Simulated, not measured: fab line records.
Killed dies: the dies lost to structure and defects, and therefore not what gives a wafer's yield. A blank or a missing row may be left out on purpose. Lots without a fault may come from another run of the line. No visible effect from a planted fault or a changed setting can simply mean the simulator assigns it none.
fab line records | flow n5Finfet
record: lots: 6 | wafers: 18 | lastDay: 17
route steps=1938 shown BEOL_M6@1261 BEOL_M7@1263
lots that met no fault: from a run of the same line without faults
startH: hours from the record's first day to the start of the lot's first wafer shown | waitH: hours from the lot's prior step to this one | " the same as in the row above | L1.1+2: a row that stands for several wafers | - no value present, or no start provided | * or withheld: withheld | < > ~ a bound
route shown NAME@n: NAME is a module with steps in the file, n the number in the route of the first one | usual: mean/standard deviation of fault-free wafers | same: alike in all rows | chamber/n: place in a boat | sites: readings site by site | _std_site: standard deviation of those values | _edge_site: inner sites' mean taken away from outer sites' mean | radiusMm: how far each site lies from the wafer's centre | mask NAME#n: copy n | behind: the last tool/chamber to shape the wafer | hold: why the lot was held/for how many hours/how that ended | device: whichever transistor did not switch (one of n, p or np) | end of line: tests of these same wafers at the route's end | step lacking rows: just its recipe | killed: dies lost to structure and defects at the first sort, not the wafer's yield | map: per-die view of a wafer (x killed, . not killed, _ where there is no die)
set.NAME: the setting that was run; set.NAME@STEP: the one run at that earlier step | model.NAME: the simulator's own value behind a step, which no gauge read
lots at some steps of the route; a table a step, a row a wafer
services: when a tool's chamber went out of use (startH, in hours from the record's first day, below 0 if earlier), for how many hours, and the reason
== steps ==
step: N5_BEOL_M6_RS_MEAS_57
recipe: thkMeasGauge: four-point-probe | reads: Cu_of_BEOL_M6_ECD_50+Co_of_BEOL_M6_CVD_78+TaN_of_BEOL_M6_ALD_77
usual: M6_RS: 0.281/0.01
lot.wafer | tool         | chamber | startH | waitH | M6_RS[ohm/sq]
L897.1    | filmMetro-02 | -       | 204.42 | 0.1   | 0.272
L897.2    | "            | -       | "      | "     | 0.264
L897.5    | "            | -       | "      | "     | 0.269
L900.1    | filmMetro-02 | -       | 225.37 | 0.1   | 0.280
L900.3    | "            | -       | "      | "     | 0.283
L900.6    | "            | -       | "      | "     | 0.285
L906.2    | filmMetro-01 | -       | 254.10 | 0.1   | 0.267
L906.5    | "            | -       | "      | "     | 0.272
L906.6    | "            | -       | "      | "     | 0.286
L909.1    | filmMetro-01 | -       | 278.95 | 0.1   | 0.293
L909.3    | "            | -       | "      | "     | 0.298
L909.5    | "            | -       | "      | "     | 0.291
L911.1    | filmMetro-01 | -       | 287.31 | 0.1   | 0.271
L911.3    | "            | -       | "      | "     | 0.289
L911.5    | "            | -       | "      | "     | 0.279
L917.2    | filmMetro-02 | -       | 328.22 | 0.1   | 0.276
L917.3    | "            | -       | "      | "     | 0.265
L917.4    | "            | -       | "      | "     | 0.287
step: N5_BEOL_M6_INSPECT_58
recipe: inspectInstrument: darkfield | mode: postDep
usual: rawDefectCount: 74/22
lot.wafer | tool             | chamber | startH | waitH | rawDefectCount
L897.1    | defectInspect-02 | -       | 204.44 | 0.0   | 80
L897.2    | "                | -       | "      | "     | 64
L897.5    | "                | -       | "      | "     | 37
L900.1    | defectInspect-02 | -       | 225.39 | 0.0   | 93
L900.3    | "                | -       | "      | "     | 83
L900.6    | "                | -       | "      | "     | 83
L906.2    | defectInspect-01 | -       | 254.13 | 0.0   | 40
L906.5    | "                | -       | "      | "     | 63
L906.6    | "                | -       | "      | "     | 76
L909.1    | defectInspect-01 | -       | 278.97 | 0.0   | 44
L909.3    | "                | -       | "      | "     | 66
L909.5    | "                | -       | "      | "     | 53
L911.1    | defectInspect-02 | -       | 287.33 | 0.0   | 60
L911.3    | "                | -       | "      | "     | 74
L911.5    | "                | -       | "      | "     | 49
L917.2    | defectInspect-02 | -       | 328.25 | 0.0   | 61
L917.3    | "                | -       | "      | "     | 74
L917.4    | "                | -       | "      | "     | 75
step: N5_BEOL_M7_ILD_DEP_00
recipe: material: SiCOH_lowk | targetThkA: 1797.5 | tempC: 300 | precursor: DEMS/porogen | pressureTorr: 5 | rfW: 500 | timeS: 33.4
usual: chamberPressureTorr: 5.000/0.0099 | heaterPowerW: 305/45 | showerheadPlenumPTorr: 5.743/0.016 | showerheadVppV: 1366/67 | throttleValvePct: 13.7/0.84
lot.wafer | tool     | chamber | startH | waitH | chamberPressureTorr | heaterPowerW | showerheadPlenumPTorr | showerheadVppV | throttleValvePct
L897.1    | pecvd-02 | 2       | 204.48 | 0.0   | 4.988               | 295          | 5.747                 | 1356           | 13.7
L897.2    | "        | 1       | "      | "     | 4.992               | 223          | 5.771                 | 1282           | 15.0
L897.5    | "        | 0       | "      | "     | 4.994               | 346          | 5.740                 | 1379           | 14.1
L900.1    | pecvd-02 | 0       | 225.43 | 0.0   | 5.012               | 285          | 5.743                 | 1394           | 14.3
L900.3    | "        | 1       | "      | "     | 4.986               | 288          | 5.766                 | 1299           | 15.0
L900.6    | "        | 1       | "      | "     | 4.997               | 283          | 5.750                 | 1319           | 15.1
L906.2    | pecvd-02 | 1       | 254.17 | 0.0   | 4.994               | 241          | 5.755                 | 1301           | 15.3
L906.5    | "        | 0       | "      | "     | 4.995               | 338          | 5.742                 | 1362           | 14.3
L906.6    | "        | 2       | "      | "     | 5.002               | 278          | 5.753                 | 1388           | 13.4
L909.1    | pecvd-04 | 2       | 279.01 | 0.0   | 5.019               | 255          | 5.734                 | 1396           | 13.2
L909.3    | "        | 1       | "      | "     | 5.006               | 351          | 5.766                 | 1353           | 13.2
L909.5    | "        | 2       | "      | "     | 5.027               | 248          | 5.746                 | 1390           | 12.9
L911.1    | pecvd-02 | 1       | 287.37 | 0.0   | 4.991               | 242          | 5.776                 | 1267           | 14.8
L911.3    | "        | 0       | "      | "     | 5.001               | 292          | 5.735                 | 1395           | 14.3
L911.5    | "        | 1       | "      | "     | 5.017               | 246          | 5.762                 | 1282           | 15.2
L917.2    | pecvd-04 | 1       | 328.29 | 0.0   | 5.014               | 386          | 5.746                 | 1337           | 13.3
L917.3    | "        | 2       | "      | "     | 5.000               | 282          | 5.749                 | 1382           | 13.4
L917.4    | "        | 1       | "      | "     | 5.006               | 297          | 5.754                 | 1354           | 13.1
step: N5_BEOL_M7_CURE_74
recipe: tempC: 385 | timeS: 240 | ambient: He/Ar | material: SiCOH_lowk
usual: lampPowerPct: 52.32/0.058 | wafer_temp_C_max: 387.0/0.82
lot.wafer | tool      | chamber | startH | waitH | lampPowerPct | wafer_temp_C_max
L897.1    | uvCure-02 | 2       | 204.55 | 0.0   | 52.27        | 389.1
L897.2    | "         | 2       | "      | "     | 52.35        | 387.8
L897.5    | "         | 2       | "      | "     | 52.37        | 388.1
L900.1    | uvCure-01 | 0       | 225.50 | 0.0   | 52.26        | 387.6
L900.3    | "         | 0       | "      | "     | 52.30        | 386.8
L900.6    | "         | 0       | "      | "     | 52.27        | 386.8
L906.2    | uvCure-03 | 2       | 254.31 | 0.1   | 52.23        | 386.2
L906.5    | "         | 2       | "      | "     | 52.33        | 385.6
L906.6    | "         | 2       | "      | "     | 52.38        | 385.7
L909.1    | uvCure-01 | 1       | 279.08 | 0.0   | 52.40        | 387.1
L909.3    | "         | 1       | "      | "     | 52.30        | 386.6
L909.5    | "         | 1       | "      | "     | 52.30        | 386.6
L911.1    | uvCure-02 | 0       | 287.43 | 0.0   | 52.28        | 386.6
L911.3    | "         | 0       | "      | "     | 52.31        | 386.1
L911.5    | "         | 0       | "      | "     | 52.31        | 386.8
L917.2    | uvCure-02 | 0       | 328.43 | 0.1   | 52.24        | 386.5
L917.3    | "         | 0       | "      | "     | 52.30        | 386.8
L917.4    | "         | 0       | "      | "     | 52.38        | 386.9
step: N5_BEOL_M7_THK_MEAS_01
recipe: reads: SiCOH_lowk_of_BEOL_M7_ILD_DEP_00
usual: M7_ILD_THK: 154.2/2.4
lot.wafer | tool         | chamber | startH | waitH | M7_ILD_THK[nm]
L897.1    | filmMetro-01 | -       | 205.06 | 0.4   | 153.4
L897.2    | "            | -       | "      | "     | 152.0
L897.5    | "            | -       | "      | "     | 156.2
L900.1    | filmMetro-02 | -       | 226.49 | 0.8   | 155.4
L900.3    | "            | -       | "      | "     | 149.3
L900.6    | "            | -       | "      | "     | 150.8
L906.2    | filmMetro-01 | -       | 254.74 | 0.4   | 148.7
L906.5    | "            | -       | "      | "     | 156.5
L906.6    | "            | -       | "      | "     | 153.5
L909.1    | filmMetro-01 | -       | 279.59 | 0.4   | 152.4
L909.3    | "            | -       | "      | "     | 155.7
L909.5    | "            | -       | "      | "     | 155.1
L911.1    | filmMetro-01 | -       | 287.95 | 0.4   | 148.9
L911.3    | "            | -       | "      | "     | 152.8
L911.5    | "            | -       | "      | "     | 151.3
L917.2    | filmMetro-01 | -       | 328.86 | 0.4   | 153.7
L917.3    | "            | -       | "      | "     | 153.0
L917.4    | "            | -       | "      | "     | 155.9
step: N5_BEOL_M7_PECVD_70
recipe: material: SiO2 | targetThkA: 200 | tempC: 400 | precursor: TEOS/O2 | pressureTorr: 5.5 | rfW: 450 | teosFlowSccm: 53.8 | gas: O2 | flowSccm: 3000 | timeS: 22.7
usual: chamberPressureTorr: 5.499/0.012 | heaterPowerW: 721/85 | showerheadPlenumPTorr: 8.79/0.064 | showerheadVppV: 1301/67 | throttleValvePct: 22.2/1.3
lot.wafer | tool     | chamber | startH | waitH | chamberPressureTorr | heaterPowerW | showerheadPlenumPTorr | showerheadVppV | throttleValvePct
L897.1    | pecvd-04 | 0       | 205.10 | 0.0   | 5.514               | 762          | 8.68                  | 1237           | 21.2
L897.2    | "        | 2       | "      | "     | 5.494               | 674          | 8.82                  | 1329           | 21.0
L897.5    | "        | 0       | "      | "     | 5.499               | 757          | 8.66                  | 1221           | 20.9
L900.1    | pecvd-01 | 0       | 226.53 | 0.0   | 5.521               | 864          | 8.78                  | 1448           | 21.1
L900.3    | "        | 1       | "      | "     | 5.501               | 750          | 8.73                  | 1263           | 23.8
L900.6    | "        | 0       | "      | "     | 5.503               | 845          | 8.76                  | 1458           | 21.0
L906.2    | pecvd-02 | 1       | 254.78 | 0.0   | 5.501               | 657          | 8.88                  | 1240           | 24.2
L906.5    | "        | 0       | "      | "     | 5.494               | 758          | 8.82                  | 1311           | 22.8
L906.6    | "        | 1       | "      | "     | 5.489               | 663          | 8.87                  | 1226           | 24.8
L909.1    | pecvd-04 | 1       | 279.63 | 0.0   | 5.498               | 839          | 8.82                  | 1273           | 21.3
L909.3    | "        | 2       | "      | "     | 5.513               | 662          | 8.81                  | 1321           | 21.2
L909.5    | "        | 1       | "      | "     | 5.520               | 829          | 8.85                  | 1273           | 21.1
L911.1    | pecvd-01 | 2       | 287.98 | 0.0   | 5.501               | 629          | 8.75                  | 1288           | 20.1
L911.3    | "        | 0       | "      | "     | 5.511               | 860          | 8.75                  | 1441           | 21.2
L911.5    | "        | 0       | "      | "     | 5.492               | 841          | 8.79                  | 1451           | 21.2
L917.2    | pecvd-04 | 2       | 328.90 | 0.0   | 5.518               | 615          | 8.81                  | 1332           | 21.4
L917.3    | "        | 0       | "      | "     | 5.502               | 762          | 8.68                  | 1231           | 21.1
L917.4    | "        | 2       | "      | "     | 5.503               | 606          | 8.80                  | 1313           | 21.2
step: N5_BEOL_M7_HM_DEP_02
recipe: material: TiN | targetThkA: 200 | tempC: 25 | chamberPressurePa: 0.49996
usual: throttleValvePct: 30.5/0.89
lot.wafer | tool          | chamber | startH | waitH | throttleValvePct
L897.1    | pvdSputter-02 | -       | 208.43 | 3.3   | 30.2
L897.2    | "             | -       | "      | "     | 30.6
L897.5    | "             | -       | "      | "     | 30.5
L900.1    | pvdSputter-03 | -       | 227.92 | 1.4   | 31.2
L900.3    | "             | -       | "      | "     | 29.0
L900.6    | "             | -       | "      | "     | 29.8
L906.2    | pvdSputter-03 | -       | 254.96 | 0.2   | 29.5
L906.5    | "             | -       | "      | "     | 29.7
L906.6    | "             | -       | "      | "     | 29.0
L909.1    | pvdSputter-02 | -       | 280.45 | 0.8   | 30.5
L909.3    | "             | -       | "      | "     | 30.2
L909.5    | "             | -       | "      | "     | 30.9
L911.1    | pvdSputter-03 | -       | 288.93 | 0.9   | 29.1
L911.3    | "             | -       | "      | "     | 29.5
L911.5    | "             | -       | "      | "     | 29.9
L917.2    | pvdSputter-01 | -       | 330.99 | 2.1   | 30.1
L917.3    | "             | -       | "      | "     | 31.4
L917.4    | "             | -       | "      | "     | 30.5
step: N5_BEOL_M7_COAT_59
recipe: resist: SOC | tempC: 250 | timeS: 60 | spinRpm: 1500 | resistThkNm: 100
step: N5_BEOL_M7_COAT_60
recipe: resist: SiARC | tempC: 220 | timeS: 60 | spinRpm: 1500 | resistThkNm: 35
step: N5_BEOL_M7_COAT_05
recipe: resist: CAR-ArF | spinRpm: 1500 | resistThkNm: 90
step: N5_BEOL_M7_EBR_07
recipe: solvent: PGMEA | ebrWidthMm: 1.5
step: N5_BEOL_M7_SOFTBAKE_06
recipe: tempC: 110 | timeS: 60 | resist: CAR-ArF
step: N5_BEOL_M7_EXPOSE_08
recipe: maskId: M7 | na: 1.35 | sourceShape: dipole | sigmaInner: 0.817 | sigmaOuter: 0.97 | polarization: te | doseMj: 68.25
usual: exposureDoseMJCm2: 68.20/0.056 | focusOffsetNm: 0.0/0.51
lot.wafer | tool           | chamber | startH | waitH | mask | exposureDoseMJCm2 | focusOffsetNm
L897.1    | arfiScanner-02 | 0       | 208.80 | -     | M7#0 | 68.30             | 0.0
L897.2    | "              | 0       | "      | "     | M7#0 | 68.24             | -0.3
L897.5    | "              | 0       | "      | "     | M7#0 | 68.27             | 0.3
L900.1    | arfiScanner-02 | 0       | 228.29 | -     | M7#0 | 66.86             | 1.2
L900.3    | "              | 0       | "      | "     | M7#0 | 66.94             | 0.2
L900.6    | "              | 0       | "      | "     | M7#0 | 66.90             | -0.4
L906.2    | arfiScanner-02 | 0       | 255.34 | -     | M7#0 | 67.18             | 0.9
L906.5    | "              | 0       | "      | "     | M7#0 | 67.16             | 0.3
L906.6    | "              | 0       | "      | "     | M7#0 | 67.21             | 0.0
L909.1    | arfiScanner-03 | 0       | 280.69 | -     | M7#0 | 68.29             | -0.5
L909.3    | "              | 0       | "      | "     | M7#0 | 68.21             | 0.3
L909.5    | "              | 0       | "      | "     | M7#0 | 68.11             | 0.0
L911.1    | arfiScanner-03 | 0       | 289.18 | -     | M7#0 | 68.16             | 0.4
L911.3    | "              | 0       | "      | "     | M7#0 | 68.22             | 0.1
L911.5    | "              | 0       | "      | "     | M7#0 | 68.24             | -0.7
L917.2    | arfiScanner-01 | 0       | 331.37 | -     | M7#0 | 68.12             | 0.4
L917.3    | "              | 0       | "      | "     | M7#0 | 68.20             | -0.3
L917.4    | "              | 0       | "      | "     | M7#0 | 68.23             | 0.1
step: N5_BEOL_M7_PEB_09
recipe: pebTempC: withheld | pebTimeS: 60 | resist: CAR-ArF
== services ==
tool           | chamber | startH | hours | kind
arfiScanner-02 | -       | 183.21 | 0.8   | pm
arfiScanner-03 | -       | 209.83 | 3.1   | pm
arfiScanner-03 | -       | 220.33 | 3.4   | repair
arfiScanner-02 | -       | 222.19 | 3.1   | pm
arfiScanner-02 | -       | 229.32 | 3.9   | pm
pecvd-01       | 1       | 234.87 | 10.4  | repair
pecvd-02       | -       | 240.78 | 1.8   | repair
arfiScanner-02 | -       | 243.55 | 1.0   | pm
arfiScanner-03 | -       | 244.17 | 1.0   | pm
arfiScanner-03 | -       | 249.48 | 1.0   | pm
pecvd-04       | -       | 255.35 | 2.8   | pm
arfiScanner-02 | -       | 259.33 | 1.0   | pm
arfiScanner-03 | -       | 259.87 | 2.9   | repair
uvCure-02      | -       | 267.85 | 9.5   | repair
arfiScanner-02 | -       | 270.06 | 1.3   | pm
arfiScanner-03 | -       | 273.67 | 0.8   | pm
arfiScanner-03 | -       | 287.18 | 1.3   | pm
pvdSputter-02  | -       | 288.91 | 7.9   | repair
uvCure-01      | -       | 298.16 | 1.0   | pm
pecvd-02       | 2       | 301.11 | 4.4   | repair
pvdSputter-02  | -       | 303.50 | 6.2   | repair
pecvd-04       | -       | 309.26 | 0.5   | repair
pecvd-02       | -       | 313.43 | 2.2   | repair
uvCure-02      | -       | 318.10 | 1.0   | pm
== key ==
firstSign: step: N5_BEOL_M7_EXPOSE_08 | reading: exposureDoseMJCm2 | direction: down | sigmas: 21 | usual: 68.20 | struck: 67.04
effect none on later readings
metAt N5_BEOL_M7_EXPOSE_08
struckWafers L900.1,L900.3,L900.6,L906.2,L906.5,L906.6
loopTrim: step: N5_BEOL_M7_EXPOSE_08 | setting: dose | lots: L906
onsetBetween 208.80 228.29
fault: kind: processParameterDrift | tool: arfiScanner-02 | chamber: - | onsetH: 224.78 | steps: N5_BEOL_M7_EXPOSE_08 | channel: doseMj | offset: -1.3231 | shape: step | actsIn: theseRecipesOnly | stated: 68.25
loopTrim: a control loop set the setting to another value than it would have without faults
